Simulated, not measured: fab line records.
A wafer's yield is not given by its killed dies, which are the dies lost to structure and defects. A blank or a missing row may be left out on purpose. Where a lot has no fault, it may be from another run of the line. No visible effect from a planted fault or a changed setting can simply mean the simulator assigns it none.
fab line records ; flow n5Finfet
record lots=6; wafers=18; lastDay=16
route steps=1938 shown BEOL_M3@958 BEOL_M4@1111 PASSIVATION@1936
lots with no fault: from the same line, run without faults
startH: hours from the record's first day to the start of the lot's first wafer shown ; waitH: hours elapsed since this lot's preceding step ; " repeats the value in the row above ; L1.1+2: a row that stands for several wafers ; - no value, or no start given ; * or withheld: withheld ; < > ~ a bound
route shown NAME@n: NAME is a module with steps in the file, n the number in the route of the first one ; usual: average and standard deviation across the fault-free wafers ; same: alike in all rows ; chamber/n: place in a boat ; sites: readings site by site ; _std_site: standard deviation of those values ; _edge_site: outer sites' mean less inner sites' ; radiusMm: for every site, how far away it sits from the centre of the wafer ; mask NAME#n: copy n ; behind: the last tool/chamber to shape the wafer ; hold: reason for holding the lot/hours on hold/outcome of the hold ; device: the n, p or np transistor that did not switch ; end of line: the route-end tests of the same wafers ; a step with no rows: only its recipe ; killed: dies that structure and defects cost at the first sort, which is not the same as the wafer's yield ; map: shows each die of a wafer: x if killed, . if not, _ if none is there
set.NAME: the setting as run; set.NAME@STEP: as run at that earlier step ; model.NAME: the simulator's own value behind a step, which no gauge read
lots seen at some steps along the route; tables by step, rows by wafer
services: the hour from which a tool's chamber was out of use, counted from the record's first day as startH (under 0 if before that day), plus the number of hours and why
## steps
# step N5_BEOL_M3_COAT_68
# recipe resist=SiARC; tempC=220; timeS=60; spinRpm=1500; resistThkNm=12
# step N5_BEOL_M3_COAT_76
# recipe resist=underlayer; tempC=205; timeS=60; spinRpm=1500; resistThkNm=5
# step N5_BEOL_M3_COAT_22
# recipe resist=CAR-EUV; spinRpm=1500; resistThkNm=30
# step N5_BEOL_M3_EBR_24
# recipe solvent=PGMEA; ebrWidthMm=1.5
# step N5_BEOL_M3_SOFTBAKE_23
# recipe tempC=110; timeS=60; resist=CAR-EUV
# step N5_BEOL_M3_EXPOSE_25
# recipe maskId=V2; na=0.33; sourceShape=quasar; sigmaInner=0.2; sigmaOuter=0.8; polarization=unpolarized; defocusNm=5; doseMj=63
# step N5_BEOL_M3_PEB_26
# recipe pebTempC=100; pebTimeS=60; resist=CAR-EUV
# step N5_BEOL_M3_DEVELOP_27
# recipe developTimeS=30; developer=TMAH; resist=CAR-EUV; rinseLiquid=surfactantRinse; dry=airSpin; devTempC=23
# step N5_BEOL_M3_CD_MEAS_28
# recipe targetCdNm=25.7; landingEnergyEv=500; detector=seInlens; targetCdYNm=23.3; polarity=opening
# usual cdNm=25.71/0.23
lot.wafer;tool;chamber;startH;waitH;cdNm
L126.2;cdSem-02;0;186.10;-;25.58
L126.4;cdSem-02;0;186.10;-;25.48
L126.6;cdSem-02;0;186.10;-;25.71
L127.1;cdSem-03;0;187.15;-;25.75
L127.3;cdSem-03;0;187.15;-;25.68
L127.4;cdSem-03;0;187.15;-;26.22
L134.2;cdSem-03;0;227.25;-;26.03
L134.3;cdSem-03;0;227.25;-;25.29
L134.6;cdSem-03;0;227.25;-;25.68
L135.1;cdSem-02;0;235.69;-;25.43
L135.4;cdSem-02;0;235.69;-;25.74
L135.6;cdSem-02;0;235.69;-;25.86
L139.1;cdSem-02;0;260.58;-;25.89
L139.2;cdSem-02;0;260.58;-;25.68
L139.3;cdSem-02;0;260.58;-;25.54
L142.4;cdSem-01;0;270.78;-;25.83
L142.5;cdSem-01;0;270.78;-;25.82
L142.6;cdSem-01;0;270.78;-;25.44
# step N5_BEOL_M3_OVL_MEAS_29
# recipe pointsPerWafer=522
# usual V2_OVL=-0.1/0.55
lot.wafer;tool;chamber;startH;waitH;V2_OVL[nm]
L126.2;overlay-01;0;186.13;0.0;-0.7
L126.4;overlay-01;0;186.13;0.0;-0.2
L126.6;overlay-01;0;186.13;0.0;-0.5
L127.1;overlay-01;0;187.18;0.0;-0.7
L127.3;overlay-01;0;187.18;0.0;-0.2
L127.4;overlay-01;0;187.18;0.0;0.0
L134.2;overlay-02;0;227.29;0.0;-0.8
L134.3;overlay-02;0;227.29;0.0;-0.6
L134.6;overlay-02;0;227.29;0.0;-0.5
L135.1;overlay-01;0;235.72;0.0;0.3
L135.4;overlay-01;0;235.72;0.0;-0.8
L135.6;overlay-01;0;235.72;0.0;0.1
L139.1;overlay-01;0;260.61;0.0;0.1
L139.2;overlay-01;0;260.61;0.0;-0.2
L139.3;overlay-01;0;260.61;0.0;0.4
L142.4;overlay-01;0;270.82;0.0;0.5
L142.5;overlay-01;0;270.82;0.0;-0.2
L142.6;overlay-01;0;270.82;0.0;-0.5
# step N5_BEOL_M3_INSPECT_30
# recipe mode=adi; inspectInstrument=brightfield
# usual rawDefectCount=419/94
lot.wafer;tool;chamber;startH;waitH;rawDefectCount
L126.2;defectInspect-01;-;186.18;0.0;295
L126.4;defectInspect-01;-;186.18;0.0;342
L126.6;defectInspect-01;-;186.18;0.0;322
L127.1;defectInspect-02;-;187.23;0.1;417
L127.3;defectInspect-02;-;187.23;0.1;382
L127.4;defectInspect-02;-;187.23;0.1;365
L134.2;defectInspect-02;-;227.34;0.0;328
L134.3;defectInspect-02;-;227.34;0.0;612
L134.6;defectInspect-02;-;227.34;0.0;328
L135.1;defectInspect-01;-;235.78;0.1;308
L135.4;defectInspect-01;-;235.78;0.1;421
L135.6;defectInspect-01;-;235.78;0.1;533
L139.1;defectInspect-02;-;260.67;0.1;472
L139.2;defectInspect-02;-;260.67;0.1;382
L139.3;defectInspect-02;-;260.67;0.1;422
L142.4;defectInspect-02;-;270.87;0.0;381
L142.5;defectInspect-02;-;270.87;0.0;522
L142.6;defectInspect-02;-;270.87;0.0;315
# step N5_BEOL_M3_DESCUM_33
# recipe chemistry=O2; timeS=7; sourcePowerW=50; biasPowerW=20; pressureMtorr=20; rfFrequencyHz=2.712e+07; tempC=40; resist=CAR-EUV; o2FlowSccm=225
# usual drypumpMotorCurrentA=5.7/0.46; o2FlowSccm=225.0/0.65; oesProductAu=0.81/0.073; rfVppV=243.4/1.6; showerheadPlenumPTorr=2.11/0.082; throttleValvePct=20.40/0.18
lot.wafer;tool;chamber;startH;waitH;drypumpMotorCurrentA;o2FlowSccm;oesProductAu;rfHoursCounterH;rfVppV;showerheadPlenumPTorr;throttleValvePct
L126.2;rieDiel-03;3;186.22;0.0;6.1;225.3;0.94;17;245.6;2.23;20.48
L126.4;rieDiel-03;1;186.22;0.0;6.0;225.5;0.73;191;242.1;2.00;20.44
L126.6;rieDiel-03;3;186.22;0.0;6.0;224.3;0.93;-;245.6;2.23;20.45
L127.1;rieDiel-04;3;187.27;0.0;6.0;225.1;0.73;163;241.8;2.00;20.34
L127.3;rieDiel-04;0;187.27;0.0;6.3;224.5;0.75;177;241.6;2.09;20.37
L127.4;rieDiel-04;1;187.27;0.0;5.4;225.0;0.85;52;241.7;2.04;20.74
L134.2;rieDiel-05;0;227.37;0.0;6.3;225.4;0.86;63;242.5;2.04;20.65
L134.3;rieDiel-05;1;227.37;0.0;5.3;224.6;0.85;69;243.2;2.21;20.24
L134.6;rieDiel-05;1;227.37;0.0;5.3;225.9;0.86;-;245.6;2.21;20.23
L135.1;rieDiel-04;0;235.81;0.0;6.3;224.7;0.73;192;243.7;2.08;20.42
L135.4;rieDiel-04;2;235.81;0.0;4.8;225.7;0.72;197;245.9;2.16;20.23
L135.6;rieDiel-04;1;235.81;0.0;5.4;224.9;0.83;-;240.7;2.03;20.77
L139.1;rieDiel-04;2;260.71;0.0;4.8;224.0;0.71;204;242.4;2.16;20.24
L139.2;rieDiel-04;1;260.71;0.0;5.4;225.5;0.82;75;242.2;2.03;20.76
L139.3;rieDiel-04;0;260.71;0.0;6.3;224.1;0.71;200;242.4;2.08;20.40
L142.4;rieDiel-03;1;270.90;0.0;6.0;225.8;0.71;217;240.7;1.99;20.48
L142.5;rieDiel-03;2;270.90;0.0;6.2;224.5;0.81;-;242.8;2.10;20.22
L142.6;rieDiel-03;1;270.90;0.0;6.0;224.0;0.70;-;241.3;1.99;20.49
# step N5_BEOL_M3_ETCH_77
# recipe chemistry=N2/H2; target=underlayer; targetDepthA=65; maskMaterial=CAR-EUV; timeS=5.2; ionEnergyEv=200; pressureMtorr=30; sourceW=840; biasW=150; n2FlowSccm=200; h2FlowSccm=200; ends=cleared
# usual biasW=150.0/0.46; chamberPressureMTorr=30.00/0.038; drypumpMotorCurrentA=5.7/0.45; etchRfOnTimeS=5.17/0.1; h2FlowSccm=200.0/0.58; oesProductAu=0.69/0.063; rfVppV=524/3.2; showerheadPlenumPTorr=2.57/0.1; throttleValvePct=17.86/0.2
lot.wafer;tool;chamber;startH;waitH;biasW;chamberPressureMTorr;drypumpMotorCurrentA;etchRfOnTimeS;h2FlowSccm;oesProductAu;rfHoursCounterH;rfVppV;showerheadPlenumPTorr;throttleValvePct
L126.2;rieDiel-03;3;186.25;0.0;-;-;-;-;-;-;-;-;-;-
L126.4;rieDiel-03;1;186.25;0.0;-;-;-;-;-;-;-;-;-;-
L126.6;rieDiel-03;3;186.25;0.0;-;-;-;-;-;-;-;-;-;-
L127.1;rieDiel-04;3;187.30;0.0;-;-;-;-;-;-;-;-;-;-
L127.3;rieDiel-04;0;187.30;0.0;-;-;-;-;-;-;-;-;-;-
L127.4;rieDiel-04;1;187.30;0.0;-;-;-;-;-;-;-;-;-;-
L134.2;rieDiel-05;0;227.41;0.0;150.2;29.97;6.3;5.13;200.1;0.72;63;522;2.48;18.15
L134.3;rieDiel-05;1;227.41;0.0;150.4;30.01;5.3;5.10;199.3;0.72;69;527;2.69;17.63
L134.6;rieDiel-05;1;227.41;0.0;150.2;30.00;5.3;5.08;199.9;0.74;-;529;2.69;17.65
L135.1;rieDiel-04;0;235.85;0.0;150.2;29.95;6.3;5.31;199.3;0.62;192;525;2.53;17.75
L135.4;rieDiel-04;2;235.85;0.0;150.2;29.97;4.8;5.22;200.2;0.62;197;525;2.63;17.72
L135.6;rieDiel-04;1;235.85;0.0;149.3;30.00;5.4;5.12;199.3;0.71;-;520;2.47;18.22
L139.1;rieDiel-04;2;260.74;0.0;149.5;29.96;4.8;5.17;201.0;0.61;204;527;2.63;17.75
L139.2;rieDiel-04;1;260.74;0.0;149.8;30.01;5.4;5.04;199.7;0.70;75;522;2.46;18.26
L139.3;rieDiel-04;0;260.74;0.0;149.5;30.03;6.3;5.37;200.6;0.61;200;522;2.52;17.76
L142.4;rieDiel-03;1;270.93;0.0;150.6;29.97;6.0;5.25;200.3;0.60;217;519;2.40;17.86
L142.5;rieDiel-03;2;270.93;0.0;150.0;29.94;6.2;5.32;199.7;0.68;-;524;2.57;17.61
L142.6;rieDiel-03;1;270.93;0.0;150.8;30.05;6.0;5.29;200.1;0.61;-;519;2.40;17.88
# step N5_BEOL_M3_ETCH_69
# recipe chemistry=CF4; target=SiARC; targetDepthA=156; maskMaterial=CAR-EUV; timeS=26; ionEnergyEv=80; pressureMtorr=40; sourceW=545; biasW=36; Ar_flow_sccm=100; cf4FlowSccm=100; ends=cleared
# usual biasW=36.00/0.11; cf4FlowSccm=99.96/0.29; drypumpMotorCurrentA=5.7/0.46; etchRfOnTimeS=25.9/0.52; oesProductAu=0.69/0.064; rfVppV=184.3/1.1; showerheadPlenumPTorr=2.16/0.078; throttleValvePct=15.59/0.16
lot.wafer;tool;chamber;startH;waitH;biasW;cf4FlowSccm;drypumpMotorCurrentA;etchRfOnTimeS;oesProductAu;rfHoursCounterH;rfVppV;showerheadPlenumPTorr;throttleValvePct
L126.2;rieDiel-03;3;186.27;0.0;36.11;99.89;6.0;26.0;0.79;18;183.3;2.28;15.64
L126.4;rieDiel-03;1;186.27;0.0;35.81;99.86;6.0;26.3;0.62;191;182.1;2.04;15.65
L126.6;rieDiel-03;3;186.27;0.0;35.93;100.06;6.1;25.6;0.80;-;184.2;2.28;15.64
L127.1;rieDiel-04;3;187.32;0.0;36.14;99.59;6.0;25.5;0.64;163;183.7;2.06;15.60
L127.3;rieDiel-04;0;187.32;0.0;35.97;99.20;6.3;26.4;0.63;177;184.1;2.13;15.56
L127.4;rieDiel-04;1;187.32;0.0;36.15;100.21;5.4;25.4;0.73;52;182.5;2.09;15.86
L134.2;rieDiel-05;0;227.42;0.0;35.83;100.12;6.3;25.6;0.72;63;182.8;2.09;15.79
L134.3;rieDiel-05;1;227.42;0.0;35.88;99.77;5.3;25.4;0.74;69;186.3;2.26;15.40
L134.6;rieDiel-05;1;227.42;0.0;36.03;99.88;5.3;25.2;0.73;-;185.3;2.26;15.38
L135.1;rieDiel-04;0;235.86;0.0;36.06;100.36;6.3;26.7;0.62;192;185.1;2.12;15.60
L135.4;rieDiel-04;2;235.86;0.0;36.03;99.84;4.7;26.3;0.61;197;184.5;2.21;15.51
L135.6;rieDiel-04;1;235.86;0.0;36.23;100.15;5.4;25.6;0.71;-;183.4;2.09;15.87
L139.1;rieDiel-04;2;260.76;0.0;36.18;99.97;4.8;26.0;0.61;204;186.1;2.21;15.52
L139.2;rieDiel-04;1;260.76;0.0;35.99;100.44;5.4;25.5;0.70;75;183.9;2.08;15.91
L139.3;rieDiel-04;0;260.76;0.0;36.15;99.41;6.3;27.0;0.61;200;182.8;2.12;15.62
L142.4;rieDiel-03;1;270.95;0.0;36.02;99.92;5.9;26.2;0.61;217;183.6;2.03;15.70
L142.5;rieDiel-03;2;270.95;0.0;35.98;100.04;6.2;26.5;0.68;-;184.2;2.16;15.48
L142.6;rieDiel-03;1;270.95;0.0;36.04;100.07;6.0;26.1;0.61;-;182.5;2.03;15.69
# step N5_BEOL_M4_RC_MEAS_101
# usual DIBL_N=36.5/1.4; DIBL_P=36.6/1.6; IOFF_N=0.160/0.024; IOFF_P=0.217/0.029; ION_N=674/8.7; ION_P=464/6.5; SS_N=71.6/0.47; SS_P=73.4/0.57; VT_N=250.0/2.5; VT_P=-250/3.1
lot.wafer;tool;chamber;startH;waitH;DIBL_N[mV/V];DIBL_P[mV/V];IOFF_N[nA/um];IOFF_P[nA/um];ION_N[uA/um];ION_P[uA/um];SS_N[mV/dec];SS_P[mV/dec];VT_N[mV];VT_P[mV]
L126.2;prober-02;0;210.98;0.2;36.4;37.1;0.173;0.207;676;464;71.5;73.2;250.2;-250
L126.4;prober-02;0;210.98;0.2;37.4;37.9;0.186;0.223;679;457;71.3;74.2;248.0;-251
L126.6;prober-02;0;210.98;0.2;36.7;37.4;0.177;0.214;682;464;70.9;73.4;246.3;-253
L127.1;prober-01;0;212.81;0.0;38.4;38.6;0.199;0.267;691;474;71.7;73.6;247.0;-245
L127.3;prober-01;0;212.81;0.0;35.3;34.4;0.143;0.201;674;467;71.5;72.9;249.6;-248
L127.4;prober-01;0;212.81;0.0;37.0;36.6;0.163;0.229;667;465;71.8;73.7;250.6;-246
L134.2;prober-01;0;257.61;0.2;36.3;37.0;0.142;0.190;670;462;72.3;73.6;252.4;-254
L134.3;prober-01;0;257.61;0.2;35.1;34.0;0.123;0.161;658;450;71.1;73.2;254.8;-255
L134.6;prober-01;0;257.61;0.2;35.4;35.5;0.130;0.169;669;453;71.5;73.7;253.9;-254
L135.1;prober-02;0;260.27;0.0;37.5;37.1;0.164;0.228;676;468;72.0;73.8;251.5;-248
L135.4;prober-02;0;260.27;0.0;35.9;36.0;0.144;0.210;671;462;72.1;72.0;252.7;-250
L135.6;prober-02;0;260.27;0.0;37.0;37.2;0.159;0.241;671;463;71.9;73.0;250.1;-247
L139.1;prober-01;0;277.95;0.0;34.6;36.7;0.141;0.195;666;460;71.8;72.6;252.7;-252
L139.2;prober-01;0;277.95;0.0;34.3;35.8;0.130;0.185;659;456;71.4;73.3;254.4;-252
L139.3;prober-01;0;277.95;0.0;33.7;35.7;0.128;0.182;660;456;71.2;72.3;254.5;-254
L142.4;prober-01;0;286.84;0.5;35.6;35.8;0.148;0.229;680;473;71.2;73.2;249.0;-248
L142.5;prober-01;0;286.84;0.5;37.5;37.4;0.180;0.263;685;473;71.9;73.4;247.9;-243
L142.6;prober-01;0;286.84;0.5;34.8;34.1;0.131;0.214;668;469;71.3;73.2;252.6;-248
# step N5_PASSIVATION_PROBE_49
# usual defectLimitedYield=91.2/1.4; killed_at_M0_to_M3=34/9.4; killed_at_M4_up=13/5.8; killedAtContacts=13/6.4; killedAtFrontEnd=41/11; killedAtOther=3.1/2.3; killedDies=103/16; killedOpen=69/12; killedShort=33/7.8; sort_bin_5_function=5.1/0.91; sort_bin_6_memory=3.3/0.63; sortNPass=1077/16; sortYieldPct=91.2/1.4
# same grossDies=1180; killedAtBackSide=0; sort_bin_4_leakage[%]=0; sort_bin_8_speed[%]=0
lot.wafer;tool;chamber;startH;waitH;defectLimitedYield[%];killed_at_M0_to_M3;killed_at_M4_up;killedAtContacts;killedAtFrontEnd;killedAtOther;killedDies;killedOpen;killedShort;sort_bin_5_function[%];sort_bin_6_memory[%];sortNPass;sortYieldPct[%]
L135.1;prober-01;-;355.30;0.0;90.2;27;20;6;61;2;116;77;36;6.2;3.5;1064;90.2
L135.4;prober-01;-;355.45;0.2;91.0;30;11;13;44;8;106;75;29;4.6;4.2;1074;91.0
L135.6;prober-01;-;355.55;0.3;91.4;29;12;12;44;4;101;63;36;4.7;3.4;1079;91.4
# killed by level:class
L135.1 STI_FIN_REVEAL:geometricParticle:open=20 BEOL_M0_SAQP:geometricParticle:open=10 ILD0:geometricParticle:open=8 FIN_SAQP:geometricParticle:short=6 FIN_SAQP:geometricParticle:open=6 BEOL_M4:geometricParticle:open=6 BEOL_M0_SAQP:geometricParticle:short=6 DUMMY_GATE:geometricParticle:open=5
L135.4 STI_FIN_REVEAL:geometricParticle:open=14 MOL_CONTACT_COAG:geometricParticle:open=9 BEOL_M0_SAQP:geometricParticle:open=7 BEOL_M3:geometricParticle:open=7 FIN_SAQP:geometricParticle:open=6 GATE_CUT:geometricParticle:short=6 FIN_SAQP:geometricParticle:short=4 MIM_TOP:geometricParticle:open=4
L135.6 FIN_SAQP:geometricParticle:open=9 MOL_CONTACT_COAG:geometricParticle:open=9 BEOL_M0_SAQP:geometricParticle:open=8 FIN_SAQP:geometricParticle:short=7 BEOL_M0_SAQP:geometricParticle:short=6 STI_FIN_REVEAL:geometricParticle:open=5 BEOL_M4:geometricParticle:open=5 BEOL_M3:geometricParticle:open=4
## services
tool;chamber;startH;hours;kind
rieDiel-03;2;166.17;6.7;repair
rieDiel-04;3;193.36;5.3;repair
rieDiel-04;3;210.71;1.6;repair
rieDiel-05;3;242.10;-;clean
rieDiel-05;3;242.10;-;consumableReplace:focusRing
rieDiel-05;3;242.10;27.1;scheduledDown
rieDiel-05;3;242.10;27.1;ventCycle
rieDiel-05;1;245.40;1.7;repair
rieDiel-04;2;270.32;2.7;repair
## key
firstSign step=N5_BEOL_M3_ETCH_77; reading=toolRecord; direction=missing
effect none on later readings
metAt N5_BEOL_M3_ETCH_77
struckWafers L126.2,L126.4,L126.6,L127.1,L127.3,L127.4
fault kind=skippedStepWhole; tool=rieDiel-03,rieDiel-04; chamber=-; onsetH=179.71; steps=N5_BEOL_M3_ETCH_77; scope=struckLotsOnly
